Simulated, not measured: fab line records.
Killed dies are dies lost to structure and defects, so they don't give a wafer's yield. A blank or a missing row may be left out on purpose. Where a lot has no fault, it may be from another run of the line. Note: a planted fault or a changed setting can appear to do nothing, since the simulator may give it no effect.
Matching of chambers | flow n5_finfet | 3 sister chambers for N5_BEOL_M2_PRE_CLEAN_60 on cvd_co-02
The step time 15 s. 6 wafers are shown with their chamber, then 12 later ones without.

## EACH WAFER AND ITS CHAMBER
wafer  | chamber | heater_power_outer_w (W) | heater_power_w (W)
L084.2 | 2       | 13                       | 73
L084.4 | 1       | 17                       | 77
L084.5 | 0       | 11                       | 66
L085.1 | 2       | 13                       | 72
L085.3 | 1       | 18                       | 76
L085.6 | 0       | 11                       | 69

## WAFERS WITH NO CHAMBER GIVEN
wafer  | heater_power_outer_w (W) | heater_power_w (W)
L086.1 | 11                       | 68
L086.3 | 12                       | 75
L086.4 | 11                       | 67
L088.3 | 18                       | 75
L088.4 | 11                       | 68
L088.5 | 13                       | 74
L090.2 | 11                       | 66
L090.5 | 18                       | 76
L090.6 | 11                       | 68
L097.1 | 13                       | 74
L097.3 | 11                       | 66
L097.6 | 18                       | 78

## WHICH CHAMBER EACH ONE RAN IN
wafer  | from the rows above | in truth
L086.1 | 0                   | 0
L086.3 | 2                   | 2
L086.4 | 0                   | 0
L088.3 | 1                   | 1
L088.4 | 0                   | 0
L088.5 | 2                   | 2
L090.2 | 0                   | 0
L090.5 | 1                   | 1
L090.6 | 0                   | 0
L097.1 | 2                   | 2
L097.3 | 0                   | 0
L097.6 | 1                   | 1
12 of 12 placed correctly. Left unplaced by these rows: 0. 0 placed wrongly.
How it was worked out, from the rows above alone: a wafer's distance from a chamber is the root of the sum, over the readings, of the square of ((its reading less the chamber's mean) divided by the reading's scatter). The wafer belongs to the nearest chamber; if the next one is less than 2 further off, it can't be placed. A chamber's mean is the mean of its shown wafers. The scatter: the root of (the sum of the squares of (reading less its chamber's mean) over the shown wafers, divided by (wafers less chambers)).
